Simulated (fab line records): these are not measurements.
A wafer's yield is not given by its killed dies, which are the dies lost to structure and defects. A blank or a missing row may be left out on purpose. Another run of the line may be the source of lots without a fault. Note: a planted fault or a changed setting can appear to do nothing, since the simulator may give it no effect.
fab line records	flow n5-finfet	part 1 of 2: steps 1 to 4 of 6
[record] lots = 20	wafers = 60	last-day = 19
route steps=1938 shown BEOL_M0_SAQP@664 BEOL_M0@717
lots that met no fault: from a run of the same line without faults
start-h: hours from the record's first day to the start of the lot's first wafer shown	wait-h: hours since the lot's step before	" identical to the entry in the row above	L1.1+2: several wafers, shown together as one row	- no value present, or no start provided	* or withheld: withheld	< > ~ a bound
route shown NAME@n: a module of which the file shows steps, and the number in the route of the first	usual: the fault-free wafers' mean and standard deviation	same: alike in all rows	chamber/n: place in a boat	sites: each site's reading	_std_site: standard deviation of those values	_edge_site: the outer-site mean with the inner-site mean subtracted	radius-mm: for every site, how far away it sits from the centre of the wafer	mask NAME#n: copy n	behind: tool/chamber where the wafer was last shaped	hold: what put the lot on hold/how long, in hours/how the hold closed	device: the transistor (n, p or np) that didn't switch	end of line: the tests these same wafers got at the end of their route	a step with no rows: only its recipe	killed: not the wafer's yield, but the dies lost to structure and defects at the first sort	map: dies across one wafer; x = killed, . = not, _ = none there
set.NAME: the run value of the setting; set.NAME@STEP: its run value at that earlier step	model.NAME: the simulator's own value behind a step, which no gauge read
a sample of lots followed through the steps of the route, with each step as a table and each wafer as a row
services: when a tool's chamber went out of use (start-h, in hours from the record's first day, below 0 if earlier), for how many hours, and the reason
[[steps]]
[step N5_BEOL_M0_SAQP_SPACER1_ETCHBACK_99]
[recipe] chemistry = CHF3/O2	mode = anisotropic-etchback	target = SiO2	target-depth-a = 154	time-s = 7.7	pressure-mtorr = 30	source-w = 650	bias-w = 170	Ar_flow_sccm = 200	CHF3_flow_sccm = 50	O2_flow_sccm = 5	ion-energy-ev = 200
[usual] drypump-motor-current-A = 5.6/0.33	oes-product-au = 0.79/0.09	rf-vpp-V = 525/9.4	showerhead-plenum-p-Torr = 2.43/0.082	throttle-valve-pct = 19.07/0.22
lot.wafer	tool	chamber	start-h	wait-h	drypump-motor-current-A	oes-product-au	rf-hours-counter-h	rf-vpp-V	showerhead-plenum-p-Torr	throttle-valve-pct
L075.2	rie-diel-02	0	120.75	0.3	5.8	0.88	35	527	2.36	18.47
L075.3	"	3	"	"	5.0	1.04	1	538	2.58	19.02
L075.5	"	3	"	"	5.0	1.03	-	537	2.58	19.01
L076.1	rie-diel-03	2	123.94	0.3	5.3	0.78	126	522	2.41	19.14
L076.4	"	0	"	"	5.4	0.75	-	530	2.42	18.98
L076.5	"	3	"	"	5.5	0.74	-	515	2.40	19.25
L077.3	rie-diel-02	3	132.56	0.3	5.0	1.00	5	537	2.58	19.02
L077.5	"	1	"	"	5.6	0.74	-	531	2.50	19.09
L077.6	"	0	"	"	5.8	0.88	-	527	2.36	18.49
L078.1	rie-diel-03	1	143.37	0.3	6.0	0.70	244	533	2.27	19.32
L078.2	"	2	"	"	5.3	0.77	133	521	2.41	19.17
L078.3	"	3	"	"	5.5	0.75	185	514	2.40	19.26
L079.2	rie-diel-03	2	147.42	0.4	5.3	0.78	134	521	2.41	19.17
L079.4	"	1	"	"	5.9	0.71	245	532	2.27	19.31
L079.6	"	3	"	"	5.4	0.75	-	514	2.40	19.26
L081.2	rie-diel-03	2	150.79	0.3	5.3	0.78	135	521	2.41	19.18
L081.3	"	0	"	"	5.4	0.75	170	532	2.41	19.02
L081.5	"	0	"	"	5.4	0.75	-	530	2.41	19.00
L082.4	rie-diel-02	3	157.36	0.3	5.0	0.97	12	535	2.58	19.01
L082.5	"	3	"	"	5.0	0.96	-	537	2.58	19.03
L082.6	"	2	"	"	5.6	0.74	-	508	2.40	19.23
L083.2	rie-diel-03	3	167.99	0.3	5.5	0.74	194	515	2.40	19.27
L083.3	"	0	"	"	5.4	0.75	176	531	2.41	19.04
L083.5	"	2	"	"	5.4	0.76	-	521	2.40	19.17
L084.1	rie-diel-01	2	172.26	0.3	5.5	0.75	164	523	2.48	19.23
L084.4	"	0	"	"	5.7	0.73	185	522	2.40	19.13
L084.6	"	2	"	"	5.5	0.75	-	524	2.48	19.22
L085.2	rie-diel-02	0	179.79	0.3	5.8	0.85	53	526	2.35	18.51
L085.3	"	3	"	"	5.0	0.95	19	537	2.58	19.03
L085.6	"	1	"	"	5.6	0.73	-	531	2.49	19.12
L086.2	rie-diel-03	2	180.02	0.3	5.3	0.76	147	522	2.40	19.19
L086.3	"	0	"	"	5.4	0.75	181	530	2.41	19.02
L086.4	"	3	"	"	5.5	0.74	198	516	2.40	19.29
L087.1	rie-diel-02	2	191.72	0.4	5.6	0.72	198	508	2.39	19.26
L087.2	"	1	"	"	5.6	0.72	189	531	2.49	19.11
L087.6	"	3	"	"	5.1	0.95	-	538	2.58	19.03
L088.2	rie-diel-02	0	194.40	0.3	5.7	0.85	57	528	2.35	18.50
L088.5	"	3	"	"	5.1	0.94	-	538	2.57	19.04
L088.6	"	0	"	"	5.8	0.86	-	526	2.35	18.50
L091.3	rie-diel-02	3	210.86	0.3	5.0	0.93	26	536	2.57	19.04
L091.4	"	1	"	"	5.6	0.71	194	530	2.49	19.11
L091.6	"	3	"	"	5.1	0.93	-	538	2.57	19.05
L092.4	rie-diel-03	1	222.51	0.3	5.9	0.93	-	543	2.55	18.96
L092.5	"	3	"	"	5.5	0.73	-	515	2.39	19.31
L092.6	"	2	"	"	5.3	0.75	-	520	2.40	19.21
L093.1	rie-diel-03	3	228.85	0.6	5.5	0.73	211	516	2.39	19.31
L093.2	"	0	"	"	5.4	0.73	191	531	2.41	19.06
L093.4	"	2	"	"	5.4	0.74	160	520	2.40	19.21
L094.1	rie-diel-03	1	234.96	0.3	5.9	0.93	15	543	2.55	18.96
L094.2	"	3	"	"	5.5	0.72	213	516	2.39	19.30
L094.3	"	2	"	"	5.3	0.75	162	521	2.39	19.21
L095.1	rie-diel-01	0	244.34	0.7	5.7	0.71	203	522	2.40	19.17
L095.4	"	1	"	"	6.0	0.73	198	526	2.40	19.20
L095.5	"	3	"	"	6.4	0.72	-	528	2.28	18.95
L096.3	rie-diel-01	2	249.84	0.3	5.5	0.72	185	524	2.48	19.25
L096.5	"	3	"	"	6.4	0.72	-	526	2.28	18.98
L096.6	"	2	"	"	5.5	0.72	-	525	2.48	19.25
L097.1	rie-diel-02	3	252.85	0.3	5.0	0.91	37	536	2.57	19.06
L097.5	"	1	"	"	5.6	0.71	-	529	2.49	19.15
L097.6	"	0	"	"	5.8	0.83	-	527	2.35	18.56
[step N5_BEOL_M0_SAQP_MANDREL1_REMOVE_100]
[recipe] chemistry = HBr/Cl2/O2	bt-time-s = 10	target = a-Si	stop-on = SiNx	endpoint = OES-SiCl	over-etch-frac = 0.85	icp-w = 600	bias-w = 30	HBr_flow_sccm = 150	Cl2_flow_sccm = 80	O2_flow_sccm = 5	pressure-mtorr = 10
[usual] drypump-motor-current-A = 5.9/0.51	he-backside-leak-sccm = 2.7/0.32	oes-product-au = 1.001/0.016	throttle-valve-pct = 36.57/0.27
lot.wafer	tool	chamber	start-h	wait-h	drypump-motor-current-A	he-backside-leak-sccm	oes-product-au	rf-hours-counter-h	throttle-valve-pct
L075.2	rie-si-03	3	120.83	0.1	5.4	2.9	1.016	181	36.39
L075.3	"	1	"	"	6.0	2.9	1.003	194	36.26
L075.5	"	0	"	"	5.4	2.4	1.011	-	36.94
L076.1	rie-si-03	0	124.02	0.1	5.5	2.6	1.003	65	36.93
L076.4	"	1	"	"	6.0	2.8	1.000	194	36.26
L076.5	"	3	"	"	5.4	2.9	1.013	-	36.41
L077.3	rie-si-05	0	132.64	0.1	5.9	3.5	0.979	156	36.57
L077.5	"	3	"	"	5.4	3.1	1.010	-	36.83
L077.6	"	0	"	"	5.9	3.0	0.977	-	36.58
L078.1	rie-si-01	2	143.45	0.1	6.2	5.2	1.010	140	36.66
L078.2	"	1	"	"	5.4	2.7	1.013	3	36.74
L078.3	"	3	"	"	6.6	2.5	0.987	6	36.01
L079.2	rie-si-03	2	147.50	0.1	6.7	2.4	0.984	4	36.76
L079.4	"	0	"	"	5.4	2.6	1.007	-	36.93
L079.6	"	0	"	"	5.4	2.5	1.008	-	36.93
L081.2	rie-si-03	0	150.88	0.1	5.4	2.5	1.017	65	36.93
L081.3	"	2	"	"	6.7	2.5	0.991	-	36.75
L081.5	"	0	"	"	5.5	2.4	1.019	-	36.92
L082.4	rie-si-03	3	157.49	0.1	5.4	2.6	1.012	-	36.39
L082.5	"	2	"	"	6.7	2.5	0.990	-	36.77
L082.6	"	0	"	"	5.4	2.5	1.000	-	36.94
L083.2	rie-si-03	2	168.07	0.1	6.7	2.5	0.982	4	36.77
L083.3	"	2	"	"	6.7	2.5	0.975	-	36.76
L083.5	"	3	"	"	5.4	3.0	1.005	-	36.42
L084.1	rie-si-05	0	172.35	0.1	5.9	3.0	0.987	157	36.60
L084.4	"	2	"	"	5.9	2.4	0.990	75	36.42
L084.6	"	2	"	"	5.8	2.5	0.997	-	36.40
L085.2	rie-si-03	1	179.87	0.1	6.0	2.6	0.957	0	36.29
L085.3	"	2	"	"	6.7	2.6	0.981	4	36.75
L085.6	"	1	"	"	6.0	2.4	0.963	-	36.28
L086.2	rie-si-01	0	180.10	0.1	5.7	2.6	1.014	29	36.42
L086.3	"	2	"	"	6.2	2.7	1.004	141	36.65
L086.4	"	1	"	"	5.4	2.9	1.021	4	36.76
L087.1	rie-si-01	3	191.81	0.1	6.6	2.5	0.987	7	36.02
L087.2	"	0	"	"	5.7	2.7	1.006	29	36.42
L087.6	"	0	"	"	5.7	2.7	1.015	-	36.42
L088.2	rie-si-03	3	194.49	0.1	5.4	3.2	1.018	182	36.39
L088.5	"	3	"	"	5.4	3.0	1.020	-	36.40
L088.6	"	0	"	"	5.4	2.5	1.002	-	36.92
L091.3	rie-si-03	2	210.94	0.1	6.7	2.6	0.982	5	36.76
L091.4	"	1	"	"	6.0	2.6	0.957	1	36.28
L091.6	"	3	"	"	5.4	2.9	1.016	-	36.39
L092.4	rie-si-03	1	222.56	0.0	6.0	2.7	0.970	1	36.28
L092.5	"	3	"	"	5.4	2.9	1.010	-	36.40
L092.6	"	2	"	"	6.7	2.4	0.988	-	36.77
L093.1	rie-si-01	2	228.93	0.1	6.2	2.7	1.011	142	36.66
L093.2	"	3	"	"	6.6	2.4	0.983	8	36.01
L093.4	"	1	"	"	5.4	3.0	1.022	4	36.73
L094.1	rie-si-03	0	235.05	0.1	5.5	2.6	1.010	67	36.93
L094.2	"	1	"	"	6.0	2.6	0.965	1	36.28
L094.3	"	3	"	"	5.4	2.9	1.032	183	36.40
L095.1	rie-si-05	0	244.42	0.1	5.8	3.2	0.994	158	36.58
L095.4	"	2	"	"	5.9	2.5	1.003	76	36.41
L095.5	"	2	"	"	5.9	2.5	1.003	-	36.39
L096.3	rie-si-03	3	249.93	0.1	5.4	3.2	1.010	183	36.39
L096.5	"	1	"	"	6.0	2.6	0.981	-	36.29
L096.6	"	3	"	"	5.4	3.3	1.022	-	36.39
L097.1	rie-si-05	2	252.94	0.1	5.9	2.5	1.009	77	36.40
L097.5	"	2	"	"	5.9	2.5	1.001	-	36.40
L097.6	"	1	"	"	5.4	2.8	1.002	-	36.38
[step N5_BEOL_M0_SAQP_MANDREL_ETCH_103]
[recipe] chemistry = HBr/Cl2	target = a-Si	target-depth-a = 450	bt-time-s = 10	stop-on = SiCN	mask-material = SiO2	over-etch-frac = 0.8	time-s = 27	pressure-mtorr = 10	icp-w = 800	bias-w = 75	HBr_flow_sccm = 150	Cl2_flow_sccm = 80	ends = end-point
[usual] drypump-motor-current-A = 5.8/0.42	he-backside-leak-sccm = 2.80/0.29	oes-product-au = 0.680/0.014	throttle-valve-pct = 35.26/0.23
lot.wafer	tool	chamber	start-h	wait-h	drypump-motor-current-A	he-backside-leak-sccm	oes-product-au	rf-hours-counter-h	throttle-valve-pct
L075.2	rie-si-01	3	121.12	0.0	6.6	2.31	0.666	6	34.76
L075.3	"	1	"	"	5.4	2.98	0.691	2	35.47
L075.5	"	0	"	"	5.7	2.67	0.687	-	35.17
L076.1	rie-si-01	0	124.39	0.0	5.7	2.62	0.690	28	35.16
L076.4	"	3	"	"	6.6	2.41	0.668	6	34.75
L076.5	"	0	"	"	5.7	2.64	0.695	-	35.13
L077.3	rie-si-03	1	132.93	0.0	6.0	2.70	0.679	194	35.02
L077.5	"	1	"	"	6.0	2.83	0.692	-	35.00
L077.6	"	2	"	"	6.7	2.49	0.677	-	35.48
L078.1	rie-si-05	3	143.77	0.0	5.3	3.26	0.673	138	35.60
L078.2	"	2	"	"	5.9	2.53	0.662	75	35.14
L078.3	"	0	"	"	5.8	3.27	0.656	156	35.34
L079.2	rie-si-01	2	147.84	0.0	6.2	2.72	0.684	140	35.37
L079.4	"	2	"	"	6.2	2.72	0.685	-	35.38
L079.6	"	3	"	"	6.6	2.54	0.673	-	34.75
L081.2	rie-si-01	3	151.20	0.0	6.6	2.36	0.664	6	34.76
L081.3	"	1	"	"	5.4	2.73	0.705	3	35.47
L081.5	"	0	"	"	5.8	2.63	0.696	-	35.16
L082.4	rie-si-01	2	157.74	0.0	6.2	2.64	0.692	140	35.37
L082.5	"	1	"	"	5.4	2.86	0.692	-	35.49
L082.6	"	0	"	"	5.8	2.64	0.698	-	35.17
L083.2	rie-si-01	1	168.40	0.0	5.5	2.67	0.701	3	35.46
L083.3	"	0	"	"	5.7	2.55	0.689	29	35.16
L083.5	"	0	"	"	5.7	2.63	0.690	-	35.16
L084.1	rie-si-03	0	172.64	0.0	5.4	2.45	0.684	66	35.66
L084.4	"	1	"	"	6.0	2.60	0.665	0	35.02
L084.6	"	2	"	"	6.7	2.37	0.684	-	35.49
L085.2	rie-si-05	3	180.17	0.0	5.4	3.30	0.687	139	35.56
L085.3	"	2	"	"	5.9	2.62	0.674	76	35.15
L085.6	"	1	"	"	5.4	2.68	0.690	-	35.07
L086.2	rie-si-03	0	180.39	0.0	5.5	2.41	0.675	66	35.67
L086.3	"	1	"	"	6.0	2.49	0.662	0	35.02
L086.4	"	3	"	"	5.4	3.43	0.706	182	35.11
L087.1	rie-si-03	2	192.10	0.0	6.7	2.68	0.668	5	35.53
L087.2	"	1	"	"	6.0	2.61	0.661	0	35.05
L087.6	"	2	"	"	6.7	2.65	0.660	-	35.51
L088.2	rie-si-01	2	194.78	0.0	6.2	2.66	0.676	141	35.40
L088.5	"	3	"	"	6.6	2.41	0.675	-	34.73
L088.6	"	2	"	"	6.2	2.73	0.689	-	35.35
L091.3	rie-si-05	3	211.23	0.0	5.3	2.90	0.702	139	35.53
L091.4	"	3	"	"	5.3	3.10	0.703	-	35.54
L091.6	"	0	"	"	5.8	3.25	0.675	-	35.31
L092.4	rie-si-05	2	222.85	0.0	5.9	2.49	0.664	76	35.17
L092.5	"	3	"	"	5.4	3.19	0.684	-	35.56
L092.6	"	0	"	"	5.8	3.13	0.664	-	35.31
L093.1	rie-si-05	0	229.22	0.0	5.9	2.91	0.666	158	35.32
L093.2	"	2	"	"	5.9	2.49	0.671	76	35.19
L093.4	"	1	"	"	5.4	2.80	0.661	134	35.14
L094.1	rie-si-05	0	235.34	0.0	5.9	3.14	0.676	158	35.32
L094.2	"	1	"	"	5.4	2.83	0.672	134	35.14
L094.3	"	2	"	"	5.9	2.56	0.678	76	35.15
L095.1	rie-si-05	2	244.79	0.0	5.9	2.43	0.666	77	35.17
L095.4	"	0	"	"	5.8	3.17	0.661	158	35.34
L095.5	"	3	"	"	5.4	3.33	0.690	-	35.55
L096.3	rie-si-05	2	250.47	0.0	5.9	2.48	0.667	77	35.15
L096.5	"	1	"	"	5.4	2.65	0.676	-	35.12
L096.6	"	2	"	"	5.8	2.42	0.678	-	35.16
L097.1	rie-si-03	3	253.30	0.0	5.4	2.93	0.697	183	35.12
L097.5	"	3	"	"	5.4	2.85	0.699	-	35.12
L097.6	"	1	"	"	6.0	2.59	0.661	-	35.04
[step N5_BEOL_M0_SAQP_ETCH_107]
[recipe] chemistry = CH3F/O2	target = SiNx	target-depth-a = 300	mask-material = SOC	pressure-mtorr = 30	source-w = 395	bias-w = 73	Ar_flow_sccm = 150	CH3F_flow_sccm = 30	O2_flow_sccm = 20	ion-energy-ev = 120
[usual] drypump-motor-current-A = 5.8/0.36	oes-product-au = 0.76/0.07	rf-vpp-V = 299/3.8	showerhead-plenum-p-Torr = 2.00/0.067	throttle-valve-pct = 16.56/0.18
lot.wafer	tool	chamber	start-h	wait-h	drypump-motor-current-A	oes-product-au	rf-hours-counter-h	rf-vpp-V	showerhead-plenum-p-Torr	throttle-valve-pct
L075.2	rie-diel-03	3	121.71	0.0	5.5	0.74	178	294	2.00	16.74
L075.3	"	2	"	"	5.3	0.77	125	297	2.00	16.60
L075.5	"	0	"	"	5.4	0.75	-	301	2.01	16.45
L076.1	rie-diel-02	0	125.04	0.0	5.8	0.87	37	300	1.96	15.95
L076.4	"	3	"	"	5.1	1.01	2	306	2.15	16.45
L076.5	"	3	"	"	5.1	1.00	-	304	2.15	16.44
L077.3	rie-diel-01	0	133.52	0.0	5.8	0.72	173	297	2.00	16.63
L077.5	"	3	"	"	6.4	0.74	-	301	1.90	16.40
L077.6	"	0	"	"	5.8	0.74	-	298	2.01	16.61
L078.1	rie-diel-01	3	144.48	0.0	6.4	0.75	172	299	1.90	16.40
L078.2	"	1	"	"	6.0	0.75	173	298	2.00	16.64
L078.3	"	0	"	"	5.7	0.73	176	298	2.00	16.63
L079.2	rie-diel-02	0	148.43	0.0	5.8	0.87	44	299	1.96	15.96
L079.4	"	3	"	"	5.0	0.99	10	305	2.15	16.45
L079.6	"	0	"	"	5.8	0.87	-	298	1.96	15.98
L081.2	rie-diel-03	0	151.79	0.0	5.4	0.75	170	302	2.00	16.47
L081.3	"	2	"	"	5.3	0.77	135	295	2.00	16.62
L081.5	"	2	"	"	5.3	0.77	-	298	2.00	16.61
L082.4	rie-diel-01	2	158.34	0.0	5.5	0.74	160	298	2.06	16.64
L082.5	"	2	"	"	5.5	0.74	-	297	2.06	16.65
L082.6	"	3	"	"	6.4	0.73	-	299	1.90	16.40
L083.2	rie-diel-01	2	169.21	0.0	5.5	0.74	163	297	2.06	16.65
L083.3	"	0	"	"	5.8	0.72	184	297	2.00	16.64
L083.5	"	3	"	"	6.4	0.74	-	299	1.90	16.42
L084.1	rie-diel-01	3	173.32	0.0	6.4	0.73	181	300	1.90	16.41
L084.4	"	1	"	"	6.0	0.74	180	299	1.99	16.64
L084.6	"	3	"	"	6.5	0.73	-	300	1.90	16.41
L085.2	rie-diel-03	0	180.76	0.0	5.5	0.74	181	300	2.00	16.50
L085.3	"	1	"	"	6.0	0.99	1	307	2.12	16.34
L085.6	"	2	"	"	5.3	0.76	-	296	1.99	16.63
L086.2	rie-diel-01	2	181.11	0.0	5.5	0.74	167	297	2.06	16.65
L086.3	"	0	"	"	5.7	0.71	188	295	2.00	16.65
L086.4	"	3	"	"	6.4	0.73	183	299	1.90	16.42
L087.1	rie-diel-03	2	192.69	0.0	5.3	0.75	150	295	1.99	16.66
L087.2	"	0	"	"	5.4	0.73	184	300	2.00	16.50
L087.6	"	0	"	"	5.4	0.74	-	302	2.00	16.49
L088.2	rie-diel-01	2	195.36	0.0	5.5	0.73	170	297	2.06	16.67
L088.5	"	1	"	"	6.0	0.73	-	298	1.99	16.65
L088.6	"	2	"	"	5.5	0.73	-	297	2.06	16.66
L091.3	rie-diel-01	1	211.82	0.0	6.1	0.74	190	299	1.99	16.64
L091.4	"	0	"	"	5.7	0.71	195	297	2.00	16.65
L091.6	"	3	"	"	6.4	0.73	-	300	1.89	16.43
L092.4	rie-diel-03	1	223.46	0.0	5.9	0.94	-	308	2.12	16.36
L092.5	"	2	"	"	5.3	0.75	-	296	1.99	16.66
L092.6	"	3	"	"	5.5	0.72	-	292	1.98	16.77
L093.1	rie-diel-01	0	229.87	0.0	5.7	0.72	199	295	2.00	16.68
L093.2	"	2	"	"	5.5	0.74	178	298	2.05	16.69
L093.4	"	3	"	"	6.4	0.72	195	299	1.89	16.44
L094.1	rie-diel-02	0	236.08	0.0	5.8	0.84	67	300	1.95	16.00
L094.2	"	3	"	"	5.0	0.93	32	304	2.14	16.51
L094.3	"	1	"	"	5.6	0.71	199	301	2.07	16.60
L095.1	rie-diel-01	0	245.41	0.0	5.8	0.72	203	296	1.99	16.66
L095.4	"	1	"	"	6.0	0.73	199	297	1.99	16.67
L095.5	"	1	"	"	6.1	0.73	-	299	1.99	16.68
L096.3	rie-diel-02	0	251.21	0.0	5.8	0.84	71	299	1.95	16.02
L096.5	"	0	"	"	5.8	0.83	-	299	1.95	16.03
L096.6	"	1	"	"	5.6	0.71	-	299	2.07	16.61
L097.1	rie-diel-01	1	253.94	0.0	6.0	0.72	203	298	1.99	16.67
L097.5	"	1	"	"	6.0	0.73	-	298	1.99	16.67
L097.6	"	0	"	"	5.8	0.70	-	295	1.99	16.69
